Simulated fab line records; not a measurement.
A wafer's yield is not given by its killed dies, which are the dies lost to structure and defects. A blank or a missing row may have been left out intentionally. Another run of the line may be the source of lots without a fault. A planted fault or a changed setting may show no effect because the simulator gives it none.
Tool commonality check    flow nand-harc    Lots sampled 11, wafers sampled 33

== WHAT PROMPTED THE OPENING ==
At NHARC_P_GATE_CD_MEAS_26 the reading cd-nm is flagged on 1 of 11 lots. Wafers without a fault read 120.4 nm, standard deviation 0.79.
Rule: a lot gets a flag if all its wafers with a number sit over 4 standard deviations from that mean, or if no wafer of it has a number. As for the other lots, they are considered sound.

lot   measured      on         cd-nm (nm), wafer by wafer  flag
L261  day 4 20:40   cd-sem-01  118.9 119.9 120.8           
L262  day 5 11:21   cd-sem-02  120.1 120.5 121.2           
L263  day 5 18:32   cd-sem-03  120.3 120.3 120.1           
L265  day 6 16:44   cd-sem-02  111.3 112.5 111.1           FLAGGED
L275  day 11 02:32  cd-sem-02  120.7 121.4 122.7           
L276  day 11 07:39  cd-sem-01  120.4 119.7 121.0           
L278  day 12 05:26  cd-sem-03  119.8 120.0 120.1           
L279  day 12 14:51  cd-sem-03  119.3 120.7 120.4           
L280  day 13 02:43  cd-sem-03  119.6 120.2 121.1           
L282  day 13 20:17  cd-sem-02  120.7 120.4 120.0           
L284  day 14 16:32  cd-sem-01  120.7 121.0 121.3           
The numbers of the flagged lots are 111.6 nm on average: -8.8 nm against the usual, or -11 standard deviations.

== TOOL THAT RAN EACH LOT ==
The record keeps 1 process step preceding the reading, out of 1302 steps on the route. In each cell: the tool, then ch and the chambers that the sampled wafers went through, then the start.
lot   flag     NHARC_P_GATE_EXPOSE_23
L261           arfi-scanner-02 ch 0, day 4 20:32
L262           arfi-scanner-01 ch 0, day 5 11:13
L263           arfi-scanner-03 ch 0, day 5 18:24
L265  FLAGGED  arfi-scanner-03 ch 0, day 6 16:36
L275           arfi-scanner-02 ch 0, day 11 02:24
L276           arfi-scanner-01 ch 0, day 11 07:31
L278           arfi-scanner-03 ch 0, day 12 05:17
L279           arfi-scanner-03 ch 0, day 12 14:43
L280           arfi-scanner-03 ch 0, day 13 02:35
L282           arfi-scanner-02 ch 0, day 13 20:08
L284           arfi-scanner-03 ch 0, day 14 16:24
What the steps here do:
- NHARC_P_GATE_EXPOSE_23: exposes mask P GATE, target cd 120 nm.
- NHARC_P_GATE_CD_MEAS_26: target cd 120 nm.

== FLAGGED AGAINST TOTAL, ONE TOOL AT A TIME (gauges that did the reading follow at the end) ==
step                     tool             lots run  flagged  share of the flagged lots  sound lots run after its first flagged lot
NHARC_P_GATE_EXPOSE_23   arfi-scanner-01  2         0        none                       -
NHARC_P_GATE_EXPOSE_23   arfi-scanner-02  3         0        none                       -
NHARC_P_GATE_EXPOSE_23   arfi-scanner-03  6         1        all                        4 (L278,L279,L280,L284)
NHARC_P_GATE_CD_MEAS_26  cd-sem-01        3         0        none                       -
NHARC_P_GATE_CD_MEAS_26  cd-sem-02        4         1        all                        2 (L275,L282)
NHARC_P_GATE_CD_MEAS_26  cd-sem-03        4         0        none                       -

== WHAT THE TABLE PERMITS ==
Table rows that saw every flagged lot: 2, namely arfi-scanner-03 at NHARC_P_GATE_EXPOSE_23 and cd-sem-02 at NHARC_P_GATE_CD_MEAS_26.
- arfi-scanner-03 at NHARC_P_GATE_EXPOSE_23 ran 6 lots, 1 of them flagged. Sound lots followed the first flagged one (L278, L279, L280, L284) on it, something a lasting fault affecting the whole tool could not allow.
- cd-sem-02 at NHARC_P_GATE_CD_MEAS_26 ran 4 lots, 1 of them flagged. Sound lots followed the first flagged one (L275, L282) on it, something a lasting fault affecting the whole tool could not allow.
Every row of the table either missed a flagged lot or ran a sound lot after the first.

== WHAT HAD BEEN PUT IN BY THE SIMULATOR ==
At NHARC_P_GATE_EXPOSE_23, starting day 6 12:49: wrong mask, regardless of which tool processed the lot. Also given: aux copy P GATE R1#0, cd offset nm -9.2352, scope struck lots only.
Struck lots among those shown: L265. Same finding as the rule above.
